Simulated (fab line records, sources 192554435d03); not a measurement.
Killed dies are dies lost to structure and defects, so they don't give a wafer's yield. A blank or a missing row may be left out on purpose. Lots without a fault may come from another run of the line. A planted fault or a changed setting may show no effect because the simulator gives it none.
Split-lot experiment | flow n5_finfet | 7 lots, 21 wafers read, on a route of 1938 steps

THE SPLIT
At N5_MOL_CONTACT_COAG_ETCH_91 (etches SOC in N2/H2, target depth 60 nm, overetch 21 nm, time 101.2 s), the setting time_s was moved away from the recipe's 101.2 s on 6 of the 21 wafers read, by -17.4% to +17.9%. The other wafers ran this setting at the recipe's value.

The reading is taken at the split's own step.

THE READING
SiARC_of_MOL_CONTACT_COAG_COAT_76.thk_nm (the simulator's own value, which no gauge read), in nm, at N5_MOL_CONTACT_COAG_ETCH_91 (etches SOC in N2/H2, target depth 60 nm, overetch 21 nm, time 101.2 s). The file gives no usual value for it. The 15 wafers here that ran the recipe average 5.8 nm, standard deviation 0.14 nm.

wafer  | tool, chamber at the split | time_s as run, s | against the recipe | SiARC_of_MOL_CONTACT_COAG_COAT_76.thk_nm, nm | against lot-mates on the recipe
L079.2 | rie_diel-04, 3,1           | 101.2            | recipe             | 5.6                                          | -
L079.4 | rie_diel-04, 3,1           | 101.2            | recipe             | 5.6                                          | -
L079.3 | rie_diel-04, 0             | 83.6             | -17.4%             | 6.4                                          | +0.8
L084.2 | rie_diel-06, 3             | 101.2            | recipe             | 5.8                                          | -
L084.3 | rie_diel-06, 0             | 101.2            | recipe             | 6                                            | -
L084.5 | rie_diel-06, 3             | 119.3            | +17.9%             | 5.2                                          | -0.7
L089.3 | rie_diel-05, 2             | 101.2            | recipe             | 5.8                                          | -
L089.5 | rie_diel-05, 0             | 93.86            | -7.3%              | 6.4                                          | +0.7
L089.6 | rie_diel-05, 1             | 101.2            | recipe             | 5.6                                          | -
L093.1 | rie_diel-05, 3             | 101.2            | recipe             | 5.8                                          | -
L093.4 | rie_diel-05, 0             | 101.2            | recipe             | 6                                            | -
L093.6 | rie_diel-05, 2             | 92.94            | -8.2%              | 6                                            | +0.1
L092.1 | rie_diel-06, 1,3           | 101.2            | recipe             | 5.8                                          | -
L092.5 | rie_diel-06, 1,3           | 101.2            | recipe             | 5.8                                          | -
L092.2 | rie_diel-06, 3             | 94.54            | -6.6%              | 6.2                                          | +0.4
L096.2 | rie_diel-05, 2             | 101.2            | recipe             | 5.8                                          | -
L096.3 | rie_diel-05, 0             | 101.2            | recipe             | 6                                            | -
L096.5 | rie_diel-05, 1             | 86.87            | -14.2%             | 6.2                                          | +0.3
L097.1 | rie_diel-06, 3             | 101.2            | recipe             | 5.8                                          | -
L097.4 | rie_diel-06, 2,1           | 101.2            | recipe             | 5.6                                          | -
L097.6 | rie_diel-06, 2,1           | 101.2            | recipe             | 5.6                                          | -
Where a row lists several chambers, the file gives one row for several wafers and doesn't say which wafer went through which chamber.

THE FIT
A straight line over all 21 wafers: SiARC_of_MOL_CONTACT_COAG_COAT_76.thk_nm changes by -0.0361 nm for each +1% of time_s; r = -0.84; the points scatter about the line by 0.16 nm.
The same after taking each lot's own level away (the mean of its wafers on the recipe; 21 wafers): -0.0395 nm for each +1%; r = -0.88; scatter 0.15 nm.
On that fit, the largest move of time_s shifts the reading by 0.71 nm.
The lots' own levels span 5.60 to 5.90 nm, that is 2.1 times the standard deviation above.
So the lot-to-lot level changes the slope little: the two slopes agree.
Check: with one of the wafers moved furthest among these (+17.9%) left out of the fit, the line predicts -0.693 nm for it against its lot-mates. It came out at -0.7 nm against them.

OTHER SPLITS ON THESE WAFERS
These wafers also went through other splits before the reading. Each is held against what the fit with the lots' levels taken away leaves over:
other split on the same wafers        | wafers away from the commonest value | r with SiARC_of_MOL_CONTACT_COAG_COAT_76.thk_nm (lot level and that fit taken away)
N5_MOL_CONTACT_COAG_EXPOSE_05 dose_mj | 10                                   | +0.32

THE FILE'S OWN FIT
SiARC_of_MOL_CONTACT_COAG_COAT_76.thk_nm changes by -0.0398 nm for each +1% of time_s, r = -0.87.
